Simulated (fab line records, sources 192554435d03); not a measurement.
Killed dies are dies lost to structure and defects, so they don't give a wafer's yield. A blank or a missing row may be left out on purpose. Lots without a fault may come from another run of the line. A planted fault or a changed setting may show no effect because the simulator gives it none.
Split-lot experiment | flow n5_finfet | 7 lots, 21 wafers read, on a route of 1938 steps

THE SPLIT
At N5_GATE_CUT_EXPOSE_10 (exposes mask GATE CUT, target cd 20 nm), the setting dose_mj was moved away from the recipe's 43.25 on 4 of the 21 wafers read, by -7.0% to +3.4%. The other wafers ran this setting at the recipe's value.

FROM THE SPLIT TO THE READING: what the file shows between them, 2 steps
- N5_GATE_CUT_PEB_11: peb time 60 s
- N5_GATE_CUT_DEVELOP_12: develop time 30 s

THE READING
cd_nm, in nm, at N5_GATE_CUT_CD_MEAS_13 (target cd 20 nm). Fault-free wafers of this fab line usually give 19.98 nm, standard deviation 0.27 nm.

wafer  | tool, chamber at the split | dose_mj as run | against the recipe | cd_nm, nm | against lot-mates on the recipe
L074.2 | euv_scanner-01, 0          | 43.25          | recipe             | 19.73     | -
L074.3 | euv_scanner-01, 0          | 43.25          | recipe             | 19.53     | -
L074.5 | euv_scanner-01, 0          | 40.23          | -7.0%              | 17.80     | -1.83
L076.1 | euv_scanner-01, 0          | 43.25          | recipe             | 20.01     | -
L076.4 | euv_scanner-01, 0          | 43.25          | recipe             | 19.80     | -
L076.6 | euv_scanner-01, 0          | 43.25          | recipe             | 19.82     | -
L077.1 | euv_scanner-02, 0          | 40.27          | -6.9%              | 18.45     | -1.71
L077.4 | euv_scanner-02, 0          | 43.25          | recipe             | 19.94     | -
L077.6 | euv_scanner-02, 0          | 43.25          | recipe             | 20.38     | -
L081.3 | euv_scanner-02, 0          | 43.25          | recipe             | 19.82     | -
L081.4 | euv_scanner-02, 0          | 43.25          | recipe             | 20.18     | -
L081.5 | euv_scanner-02, 0          | 43.25          | recipe             | 20.35     | -
L092.1 | euv_scanner-01, 0          | 43.25          | recipe             | 19.77     | -
L092.4 | euv_scanner-01, 0          | 43.25          | recipe             | 19.93     | -
L092.6 | euv_scanner-01, 0          | 43.25          | recipe             | 19.62     | -
L094.2 | euv_scanner-02, 0          | 44.73          | +3.4%              | 20.86     | +0.87
L094.5 | euv_scanner-02, 0          | 43.25          | recipe             | 19.99     | -
L094.6 | euv_scanner-02, 0          | 44.73          | +3.4%              | 20.98     | +0.99
L097.1 | euv_scanner-02, 0          | 43.25          | recipe             | 19.84     | -
L097.3 | euv_scanner-02, 0          | 43.25          | recipe             | 19.69     | -
L097.5 | euv_scanner-02, 0          | 43.25          | recipe             | 20.23     | -

THE FIT
A straight line over all 21 wafers: cd_nm changes by +0.266 nm for each +1% of dose_mj; r = +0.94; the points scatter about the line by 0.25 nm.
The same after taking each lot's own level away (the mean of its wafers on the recipe; 21 wafers): +0.259 nm for each +1%; r = +0.97; scatter 0.16 nm.
On that fit, the largest move of dose_mj shifts the reading by 1.8 nm.
The lots' own levels span 19.630 to 20.160 nm, that is 2.0 times the standard deviation above.
So the lot-to-lot level changes the slope little: the two slopes agree.
Check: with one of the wafers moved furthest among these (-7.0%) left out of the fit, the line predicts -1.78 nm for it against its lot-mates. It came out at -1.83 nm against them.

OTHER SPLITS ON THESE WAFERS
These wafers also went through other splits before the reading. Each is held against what the fit with the lots' levels taken away leaves over:
other split on the same wafers | wafers away from the commonest value | r with cd_nm (lot level and that fit taken away)
N5_SD_EPI_P_EXPOSE_06 dose_mj  | 2                                    | +0.26
N5_SDB_EXPOSE_08 dose_mj       | 5                                    | +0.08
N5_HKMG_FIN_DESCUM_17 time_s   | 10                                   | +0.16
N5_HKMG_FIN_ETCH_32 source_w   | 7                                    | +0.16

THE WHOLE CHAIN: every reading that the file lists as answering this split, in the file's order
step                   | what it does                                                | reading                                                         | change (the file's fit)               | r (the file's)
N5_GATE_CUT_CD_MEAS_13 | target cd 20 nm                                             | cd_nm                                                           | +0.257 nm for each +1% of the setting | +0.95
N5_GATE_CUT_DESCUM_18  | chemistry O2, time 7 s                                      | GATE_CUT.cd_nm (the simulator's own value, which no gauge read) | +0.237 nm for each +1% of the setting | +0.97
N5_GATE_CUT_ETCH_28    | etches underlayer in N2/H2, target depth 13 nm, time 10.4 s | GATE_CUT.cd_nm (the simulator's own value, which no gauge read) | +0.266 nm for each +1% of the setting | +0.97
N5_GATE_CUT_ETCH_36    | etches SiARC in CF4, target depth 13 nm, time 21.7 s        | GATE_CUT.cd_nm (the simulator's own value, which no gauge read) | +0.26 nm for each +1% of the setting  | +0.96
N5_GATE_CUT_ETCH_47    | etches SiO2 in Cl2/BCl3, target depth 10 nm                 | GATE_CUT.cd_nm (the simulator's own value, which no gauge read) | +0.289 nm for each +1% of the setting | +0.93

THE FILE'S OWN FIT
cd_nm changes by +0.257 nm for each +1% of dose_mj, r = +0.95.
